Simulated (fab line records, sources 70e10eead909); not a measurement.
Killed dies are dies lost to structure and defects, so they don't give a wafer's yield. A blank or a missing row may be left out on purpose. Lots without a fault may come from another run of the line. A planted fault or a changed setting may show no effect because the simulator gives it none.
A struck lot beside a sound one | flow nand_harc | 25 steps out of a route of 1302
Sound: wafers L213.3, L213.4, L213.6. Struck: wafers L218.1, L218.2, L218.3. The cause comes at the end.
At each step with rows: each side's tool, then ch and its chambers, then its first start. Under that, the readings that differ: sound wafers | struck wafers | difference of the means | sigmas: that difference in standard deviations of wafers without a fault.
alike: readings whose means differ by less than 2 such deviations, and words and numbers that are the same on both sides. not compared: withheld readings, readings that some wafer has no value for, bounds like >300 that may hide the same value, and numbers for which the record gives no deviation and whose values overlap.
The two part at a step that has a row with sigmas, a row that says differs or no value, or rows on one side only. Numbers that don't overlap but have no deviation are shown without sigmas and don't part them. A reading that every wafer of one side lacks parts them only if that side has two wafers or more.

first, 1 step without rows for these wafers: NHARC_P_M0_SRD_25.
NHARC_P_M0_INSPECT_27:
  sound on defect_inspect-02, day 8 20:56; struck on defect_inspect-02, day 11 05:25
  alike: raw_defect_count
NHARC_P_M0_PRE_CLEAN_31: time 12 s.
  sound on pecvd-04 ch 0,1, day 8 21:02; struck on pecvd-04 ch 0,1,2, day 11 05:29
  alike: heater_power_w
NHARC_P_M0_DEP_32: deposits SiCN, target thk 30 nm.
  sound on pecvd-04 ch 0,1, day 8 21:10; struck on pecvd-04 ch 0,1,2, day 11 05:34
  alike: heater_power_w
then, 7 steps without rows for these wafers: NHARC_P_M1_DEP_00 (deposits SiOC, target thk 182.5 nm); NHARC_P_M1_DEHYDRATE_01 (time 120 s); NHARC_P_M1_HMDS_02 (time 30 s); NHARC_P_M1_COAT_34 (time 65 s); NHARC_P_M1_COAT_03 (resist thk 90 nm); NHARC_P_M1_SOFTBAKE_04 (time 55 s); NHARC_P_M1_EBR_05.
NHARC_P_M1_EXPOSE_06: exposes mask P M1, target cd 130 nm.
  sound on arfi_scanner-03 ch 0, day 8 22:12; struck on arfi_scanner-02 ch 0, day 11 06:42
  reading              | sound             | struck            | difference | sigmas
  exposure_dose_mJ_cm2 | 81.91 81.89 81.84 | 77.37 77.43 77.40 | -4.48      | -48
  alike: mask
then, 2 steps without rows for these wafers: NHARC_P_M1_PEB_07 (peb time 65 s); NHARC_P_M1_DEVELOP_08 (develop time 35 s).
NHARC_P_M1_CD_MEAS_09: target cd 130 nm.
  sound on cd_sem-02 ch 0, day 8 22:20; struck on cd_sem-01 ch 0, day 11 06:50
  reading    | sound             | struck            | difference | sigmas
  cd_nm (nm) | 129.6 129.7 129.4 | 127.2 127.1 127.4 | -2.3       | -4
NHARC_P_M1_OVL_MEAS_10: pitch 260 nm.
  sound on overlay-02, day 8 22:25; struck on overlay-02, day 11 06:56
  alike: overlay_x_nm, overlay_y_nm
NHARC_P_M1_INSPECT_11:
  sound on defect_inspect-01, day 8 22:28; struck on defect_inspect-02, day 11 06:58
  alike: raw_defect_count
NHARC_P_M1_DESCUM_14: chemistry O2, time 3 s.
  sound on rie_diel-04 ch 0,1,3, day 8 22:31; struck on rie_diel-04 ch 0,1,2, day 11 07:02
  reading               | sound           | struck            | difference | sigmas
  model.P_M1.cd_nm (nm) | 129 129.1 129.2 | 126.2 127.2 126.9 | -2.3       |
  alike: drypump_motor_current_A, o2_flow_sccm, oes_product_au, rf_vpp_V, showerhead_plenum_p_Torr, throttle_valve_pct
  not compared: rf_hours_counter_h
NHARC_P_M1_ETCH_35: etches the open film in N2/H2, target depth 40 nm, overetch 12 nm, time 43.94 s.
  sound on rie_diel-04 ch 0,2, day 8 22:37; struck on rie_diel-04 ch 0,1,2, day 11 07:07
  alike: drypump_motor_current_A, oes_product_au, rf_vpp_V, showerhead_plenum_p_Torr, throttle_valve_pct
  not compared: rf_hours_counter_h
NHARC_P_M1_ETCH_15: etches the open film in C4F8/Ar, target depth 182.5 nm, time 91.2 s.
  sound on rie_diel-04 ch 0,2,3; struck on rie_diel-04 ch 1,2,3
  alike: oes_product_au, rf_vpp_V
  not compared: rf_hours_counter_h
NHARC_P_M1_CD_MEAS_16:
  sound on cd_sem-03, day 8 22:50; struck on cd_sem-02, day 11 07:20
  reading    | sound             | struck            | difference | sigmas
  cd_nm (nm) | 128.9 129.2 129.2 | 126.3 126.6 126.5 | -2.6       | -3
NHARC_P_M1_STRIP_18: strips in N2/H2.
  sound on rie_diel-07 ch 1,2,3, day 8 22:55; struck on rie_diel-04 ch 1,2,3, day 11 07:25
  alike: drypump_motor_current_A, oes_product_au, rf_vpp_V, showerhead_plenum_p_Torr, throttle_valve_pct
  not compared: rf_hours_counter_h
NHARC_P_M1_ETCH_28: etches the open film in CF4/N2, target depth 30 nm, time 72.99 s.
  sound on rie_diel-07 ch 0,3; struck on rie_diel-04 ch 0,1,3
  reading               | sound             | struck            | difference | sigmas
  model.P_M1.cd_nm (nm) | 128.6 129.8 130.4 | 125.5 126.7 127.1 | -3.2       |
  alike: drypump_motor_current_A, oes_product_au, rf_vpp_V, showerhead_plenum_p_Torr, throttle_valve_pct
  not compared: rf_hours_counter_h
then, 2 steps without rows for these wafers: NHARC_P_M1_STRIP_19 (strips in post etch residue remover, time 600 s); NHARC_END_SORT_01.

WHERE THEY PART
First at NHARC_P_M1_EXPOSE_06; last, within this record, at NHARC_P_M1_CD_MEAS_16. Later steps at which nothing parts them and some readings are alike: NHARC_P_M1_STRIP_18, NHARC_P_M1_ETCH_28.

WHY: what the simulator had put in
Process parameter drift: arfi_scanner-02, from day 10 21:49 on, at NHARC_P_M1_EXPOSE_06. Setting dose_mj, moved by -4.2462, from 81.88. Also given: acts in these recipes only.
